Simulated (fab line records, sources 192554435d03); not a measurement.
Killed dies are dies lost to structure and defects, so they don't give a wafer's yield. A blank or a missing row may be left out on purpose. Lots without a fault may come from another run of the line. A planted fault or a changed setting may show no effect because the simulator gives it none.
Chamber matching | flow n5_finfet | N5_BEOL_M4_ETCH_64 on rie_diel-05: 4 sister chambers
The step etches SOC in N2/H2, target depth 75 nm, overetch 22.5 nm, time 121.9 s. 4 wafers are shown with their chamber, then 11 later ones without.

WAFERS WITH THEIR CHAMBER
wafer  | chamber | showerhead_plenum_p_Torr (Torr)
L087.3 | 2       | 2.61
L088.4 | 3       | 2.49
L088.5 | 1       | 2.50
L089.3 | 0       | 2.69

WAFERS WITHOUT THEIR CHAMBER
wafer  | showerhead_plenum_p_Torr (Torr)
L089.5 | 2.70
L089.6 | 2.50
L094.1 | 2.48
L094.2 | 2.69
L094.4 | 2.61
L096.3 | 2.61
L096.5 | 2.48
L096.6 | 2.69
L097.1 | 2.69
L097.4 | 2.60
L097.5 | 2.49

WHICH CHAMBER EACH WENT THROUGH
wafer  | from the rows above     | in truth
L089.5 | 0                       | 0
L089.6 | can't be placed: 1 or 3 | 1
L094.1 | can't be placed: 3 or 1 | 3
L094.2 | 0                       | 0
L094.4 | 2                       | 2
L096.3 | 2                       | 2
L096.5 | can't be placed: 3 or 1 | 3
L096.6 | 0                       | 0
L097.1 | 0                       | 0
L097.4 | 2                       | 2
L097.5 | can't be placed: 3 or 1 | 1
Placed correctly: 7 of 11. Can't be placed from these rows: 4 (the true chamber is among the candidates in 4). Placed wrongly: 0.
How it was worked out, from the rows above alone: a wafer's distance from a chamber is the root of the sum, over the readings, of the square of ((its reading less the chamber's mean) divided by the reading's scatter). The wafer belongs to the nearest chamber; if the next one is less than 2 further off, it can't be placed. A chamber's mean is the mean of its shown wafers. The scatter: with one shown wafer a chamber, the root of the mean of the squares of how far each hidden wafer lies from its nearest shown one.
